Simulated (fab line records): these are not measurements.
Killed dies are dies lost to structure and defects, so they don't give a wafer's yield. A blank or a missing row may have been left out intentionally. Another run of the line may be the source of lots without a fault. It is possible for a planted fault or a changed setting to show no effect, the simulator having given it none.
Split-lot experiment | flow n5 finfet | 7 lots, 21 wafers read, on a route of 1938 steps

## ON THE SPLIT
At N5_SDB_COAT_03 (time 60 s, resist thk 100 nm), the setting spin rpm was moved away from the recipe's 1500 rpm on 7 of the 21 wafers read, by -5.5% to +7.9%. For the rest of the wafers, this setting stayed at what the recipe calls for.

## FROM THE SPLIT TO THE READING: what the file shows between them, 9 steps
- N5_SDB_EXPOSE_08: exposes mask SDB (also split here: dose mj)
- N5_SDB_PEB_09: peb time 60 s
- N5_SDB_DEVELOP_10: develop time 30 s
- N5_SDB_CD_MEAS_11: target cd 50 nm
- N5_SDB_DESCUM_16: chemistry O2, time 7.9 s
- N5_SDB_ETCH_17: etches SiARC in CF4, target depth 23.4 nm, time 39 s
- N5_SDB_ETCH_18: etches SOC in N2/H2, target depth 100 nm, overetch 20 nm, time 150 s
- N5_SDB_STRIP_19: strips in N2/H2
- N5_SDB_STRIP_21: strips in CF4

## THE READING
SOC_of_SDB_COAT_03.thk nm (the simulator's own value, which no gauge read), in nm, at N5_SDB_HM_OPEN_20 (chemistry CH3F/O2, target SiNx, stops on poly-Si, target depth 24 nm). There is no usual value for it anywhere in the file. The 14 wafers here that ran the recipe average 83.9 nm, standard deviation 0.48 nm.

wafer  | tool, chamber at the split | spin rpm as run, rpm | against the recipe | SOC_of_SDB_COAT_03.thk nm, nm | against lot-mates on the recipe
L074.2 | litho track-05, 0          | 1500                 | recipe             | 83.8                          | -
L074.3 | litho track-05, 0          | 1500                 | recipe             | 84.4                          | -
L074.4 | litho track-05, 0          | 1619                 | +7.9%              | 80.6                          | -3.5
L085.2 | litho track-01, 0          | 1570                 | +4.7%              | 82                            | -1.6
L085.3 | litho track-01, 0          | 1500                 | recipe             | 83.4                          | -
L085.4 | litho track-01, 0          | 1500                 | recipe             | 83.8                          | -
L086.1 | litho track-01, 0          | 1500                 | recipe             | 84.2                          | -
L086.4 | litho track-01, 0          | 1417                 | -5.5%              | 86.8                          | +2.6
L086.6 | litho track-01, 0          | 1417                 | -5.5%              | 86.4                          | +2.2
L088.3 | litho track-01, 0          | 1500                 | recipe             | 84.2                          | -
L088.4 | litho track-01, 0          | 1500                 | recipe             | 83.8                          | -
L088.5 | litho track-01, 0          | 1500                 | recipe             | 83.4                          | -
L091.1 | litho track-03, 0          | 1500                 | recipe             | 84                            | -
L091.4 | litho track-03, 0          | 1500                 | recipe             | 84.2                          | -
L091.5 | litho track-03, 0          | 1500                 | recipe             | 84.2                          | -
L092.3 | litho track-03, 0          | 1551                 | +3.4%              | 82                            | -2.2
L092.5 | litho track-03, 0          | 1551                 | +3.4%              | 82.4                          | -1.8
L092.6 | litho track-03, 0          | 1500                 | recipe             | 84.2                          | -
L095.2 | litho track-05, 0          | 1500                 | recipe             | 84.8                          | -
L095.3 | litho track-05, 0          | 1500                 | recipe             | 82.8                          | -
L095.5 | litho track-05, 0          | 1573                 | +4.9%              | 81                            | -2.8

THE FIT
A straight line over all 21 wafers: SOC_of_SDB_COAT_03.thk nm changes by -0.472 nm for each +1% of spin rpm; r = -0.95; the points scatter about the line by 0.46 nm.
The same after taking each lot's own level away (the mean of its wafers on the recipe; 21 wafers): -0.458 nm for each +1%; r = -0.95; scatter 0.45 nm.
According to that fit, moving spin rpm by its largest amount changes the reading by 3.6 nm.
From 83.60 to 84.20 nm: that is the span of the lots' own levels, equal to 1.2 times the standard deviation above.
The two slopes are in agreement: the lot-to-lot level therefore moves the slope only a little.
Check: for one of the wafers moved furthest among these (+7.9%), held out of the fit, the line's prediction against its lot-mates is -3.78 nm. It came out at -3.5 nm against them.

## OTHER SPLITS ON THESE WAFERS
Before the reading, these wafers also passed through other splits. Each is held against what the fit with the lots' levels taken away leaves over:
other split on the same wafers       | wafers away from the commonest value | r with SOC_of_SDB_COAT_03.thk nm (lot level and that fit taken away)
N5_SD_EPI_N_EPI_21 epi growth time s | 3                                    | -0.06
N5_SDB_EXPOSE_08 dose mj             | 10                                   | -0.06

## THE WHOLE CHAIN: every reading that the file lists as answering this split, in the file's order
step              | what it does                                                         | reading                                                                    | change (the file's fit)               | r (the file's)
N5_SDB_COAT_03    | time 60 s, resist thk 100 nm                                         | SOC_of_SDB_COAT_03.thk nm (the simulator's own value, which no gauge read) | -0.474 nm for each +1% of the setting | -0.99
N5_SDB_ETCH_18    | etches SOC in N2/H2, target depth 100 nm, overetch 20 nm, time 150 s | etch.depth nm (the simulator's own value, which no gauge read)             | -0.464 nm for each +1% of the setting | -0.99
N5_SDB_HM_OPEN_20 | chemistry CH3F/O2, target SiNx, stops on poly-Si, target depth 24 nm | SOC_of_SDB_COAT_03.thk nm (the simulator's own value, which no gauge read) | -0.458 nm for each +1% of the setting | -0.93
N5_SDB_STRIP_22   | strips in N2/H2                                                      | strip time to endpoint s                                                   | withheld for each +1% of the setting  | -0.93

## THE FILE'S OWN FIT
SOC_of_SDB_COAT_03.thk nm changes by -0.458 nm for each +1% of spin rpm, r = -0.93.
